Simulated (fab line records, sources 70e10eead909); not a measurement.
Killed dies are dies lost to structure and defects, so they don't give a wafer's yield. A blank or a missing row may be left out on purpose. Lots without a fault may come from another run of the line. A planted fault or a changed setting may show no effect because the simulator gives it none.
A struck lot beside a sound one | flow nand_harc | 40 steps out of a route of 1302
Sound: wafers L626.2, L626.3, L626.5. Struck: wafer L617.4. (L617.1, L617.3 of the same lot were not struck and are left out.) The cause comes at the end.
At each step with rows: each side's tool, then ch and its chambers, then its first start. Under that, the readings that differ: sound wafers | struck wafers | difference of the means | sigmas: that difference in standard deviations of wafers without a fault.
alike: readings whose means differ by less than 2 such deviations, and words and numbers that are the same on both sides. not compared: withheld readings, readings that some wafer has no value for, bounds like >300 that may hide the same value, and numbers for which the record gives no deviation and whose values overlap.
The two part at a step that has a row with sigmas, a row that says differs or no value, or rows on one side only. Numbers that don't overlap but have no deviation are shown without sigmas and don't part them. A reading that every wafer of one side lacks parts them only if that side has two wafers or more.

first, 4 steps without rows for these wafers: NHARC_A_CONTACT_ETCH_30 (etches the open film in CF4/CHF3, target depth 72.6 nm, time 36.3 s); NHARC_A_CONTACT_ETCH_31 (etches the open film in O2/COS, target depth 2800 nm, time 728 s); NHARC_A_CONTACT_ETCH_134 (etches the open film in C4F8/O2/Ar, time 140 s, target depth 700 nm); NHARC_A_CONTACT_ETCH_135 (etches the open film in C4F8/O2/Ar, time 311 s, target depth 1912 nm).
NHARC_A_CONTACT_ETCH_136: etches the open film in C4F8/O2/Ar, time 311 s, target depth 1912 nm.
  sound on har_cap_etch-01 ch 1, day 27 19:42; struck on har_cap_etch-01 ch 1, day 24 03:47
  not compared: rf_hours_counter_h
NHARC_A_CONTACT_ETCH_137: etches the open film in C4F8/O2/Ar, time 311 s, target depth 1912 nm.
  sound on har_cap_etch-01 ch 1, day 27 19:58; struck on har_cap_etch-01 ch 1, day 24 04:03
  not compared: rf_hours_counter_h
then, 4 steps without rows for these wafers: NHARC_A_CONTACT_ETCH_138 (etches the open film in C4F8/O2/Ar, time 311 s, target depth 1914 nm); NHARC_A_CONTACT_ETCH_139 (etches the open film in C4F8/O2/Ar, time 195 s, target depth 840 nm); NHARC_A_CONTACT_ETCH_92 (etches the open film in CH3F/O2, target depth 40 nm, time 85.7 s); NHARC_A_CONTACT_ETCH_98 (etches the open film in C4F6/O2, target depth 20 nm, time 10 s).
NHARC_A_CONTACT_CD_MEAS_15:
  sound on cd_sem-01, day 27 21:19; struck on cd_sem-03, day 24 05:22
  alike: cd_nm
then, 1 step without rows for these wafers: NHARC_A_CONTACT_STRIP_107 (strips in N2/H2).
NHARC_A_CONTACT_STRIP_108: strips in CF4/CHF3.
  sound on rie_diel-04 ch 1,2,3, day 27 21:44; struck on rie_diel-01 ch 0,1,3, day 24 05:32
then, 4 steps without rows for these wafers: NHARC_A_CONTACT_STRIP_109 (strips in O2/COS); NHARC_A_CONTACT_ETCH_110 (etches the open film in CF4/O2, target depth 60 nm, overetch 6 nm, time 33 s); NHARC_A_CONTACT_STRIP_26 (strips in O2); NHARC_A_CONTACT_STRIP_27 (strips in post etch residue remover, time 600 s).
NHARC_A_CONTACT_ALD_18: deposits TiN, target thk 3 nm, pulse time 1 s, ald cycles 150.
  sound on ald_metal-01 ch 2,3, day 27 22:40; struck on ald_metal-01 ch 1, day 24 06:19
  reading            | sound          | struck | difference | sigmas
  heater_power_w (W) | 1174 1220 1209 | 996    | -205       | -2
  alike: precursor_pulse_height_rel
NHARC_A_CONTACT_CVD_19: deposits W, target thk 300 nm, time 802 s.
  sound on cvd_w-02 ch 0,1; struck on cvd_w-02 ch 0
  alike: heater_power_w, throttle_valve_pct
then, 12 steps without rows for these wafers: NHARC_A_CONTACT_CMP_20 (polishes, t overpolish 30 s, target thk 300 nm); NHARC_A_CONTACT_SRD_22; NHARC_A_BLC_DEHYDRATE_00 (time 120 s); NHARC_A_BLC_HMDS_01 (time 30 s); NHARC_A_BLC_COAT_02 (time 75 s); NHARC_A_BLC_COAT_03 (time 65 s); NHARC_A_BLC_COAT_04 (resist thk 90 nm); NHARC_A_BLC_SOFTBAKE_05 (time 55 s); NHARC_A_BLC_EBR_06; NHARC_A_BLC_EXPOSE_07 (exposes mask A BLC, target cd 100 nm); NHARC_A_BLC_PEB_08 (peb time 65 s); NHARC_A_BLC_DEVELOP_09 (develop time 35 s).
NHARC_A_BLC_CD_MEAS_10: target cd 100 nm.
  sound on cd_sem-01 ch 0, day 28 00:39; struck on cd_sem-02 ch 0, day 24 08:20
  alike: cd_nm
NHARC_A_BLC_OVL_MEAS_11:
  sound on overlay-01, day 28 00:44; struck on overlay-01, day 24 08:25
  reading           | sound       | struck | difference | sigmas
  overlay_y_nm (nm) | 1.3 0.8 0.9 | -2.7   | -3.7       | -5
  alike: overlay_x_nm
NHARC_A_BLC_DESCUM_15: chemistry O2, time 3 s.
  sound on rie_diel-03 ch 0,2,3, day 28 00:51; struck on rie_diel-10 ch 3, day 24 08:35
  alike: drypump_motor_current_A, oes_product_au, rf_vpp_V, showerhead_plenum_p_Torr, throttle_valve_pct
  not compared: rf_hours_counter_h
then, 3 steps without rows for these wafers: NHARC_A_BLC_ETCH_16 (etches the open film in CF4, target depth 39 nm, time 65 s); NHARC_A_BLC_ETCH_17 (etches the open film in N2/H2, target depth 390 nm, time 609.38 s); NHARC_A_BLC_ETCH_18 (etches the open film in C4F8/O2/Ar, target depth 910 nm).
NHARC_A_BLC_CD_MEAS_19:
  sound on cd_sem-01, day 28 01:48; struck on cd_sem-02, day 24 10:07
  alike: cd_nm
then, 1 step without rows for these wafers: NHARC_A_BLC_STRIP_29 (strips in CF4).
NHARC_END_SORT_01:
  the record has rows for the struck wafers here (prober-02 ch 0, day 26 06:04) and none for the sound ones

WHERE THEY PART
First at NHARC_A_CONTACT_ALD_18; last, within this record, at NHARC_END_SORT_01.

WHY: what the simulator had put in
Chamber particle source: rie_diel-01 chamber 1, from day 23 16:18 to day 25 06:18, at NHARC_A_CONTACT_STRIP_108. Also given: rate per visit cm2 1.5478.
